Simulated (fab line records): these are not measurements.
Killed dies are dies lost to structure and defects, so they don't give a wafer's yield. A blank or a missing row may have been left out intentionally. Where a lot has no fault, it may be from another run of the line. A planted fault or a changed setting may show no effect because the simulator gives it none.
Chamber matching    flow n5 finfet    N5_HKMG_FIN_ETCH_32 on rie diel-02: 4 sister chambers
The step etches SOC in N2/H2, target depth 240 nm, time 300 s. 8 wafers are shown with their chamber, then 8 later ones without.

== WAFERS WITH THEIR CHAMBER ==
wafer   chamber  showerhead plenum p Torr (Torr)  drypump motor current A (A)
L619.3  3        2.66                             5.2
L623.3  1        2.51                             5.9
L624.3  3        2.65                             5.2
L625.4  2        2.50                             5.6
L633.1  0        2.63                             5.9
L633.3  1        2.50                             5.8
L633.5  0        2.63                             5.9
L635.1  2        2.49                             5.7

== WAFERS WITH NO CHAMBER GIVEN ==
wafer   showerhead plenum p Torr (Torr)  drypump motor current A (A)
L635.2  2.50                             5.8
L635.4  2.63                             5.9
L636.1  2.50                             5.9
L636.2  2.49                             5.7
L636.4  2.64                             5.2
L640.1  2.48                             5.7
L640.2  2.49                             5.9
L640.5  2.63                             5.9

== CHAMBER TAKEN BY EACH ==
wafer   from the rows above      in truth
L635.2  can't be placed: 1 or 2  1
L635.4  0                        0
L636.1  1                        1
L636.2  2                        2
L636.4  3                        3
L640.1  2                        2
L640.2  1                        1
L640.5  0                        0
Correctly placed: 7 of 8. Can't be placed from these rows: 1 (the true chamber is among the candidates in 1). Placed wrongly: 0.
How it was worked out, from the rows above alone: a wafer's distance from a chamber is the root of the sum, over the readings, of the square of ((its reading less the chamber's mean) divided by the reading's scatter). The wafer belongs to the nearest chamber; if the next one is less than 2 further off, it can't be placed. For every chamber, the mean is computed from those of its wafers that are shown. The scatter: take each reading less its chamber's mean, square it, sum over the shown wafers, divide by the number of wafers less the number of chambers, and take the root.
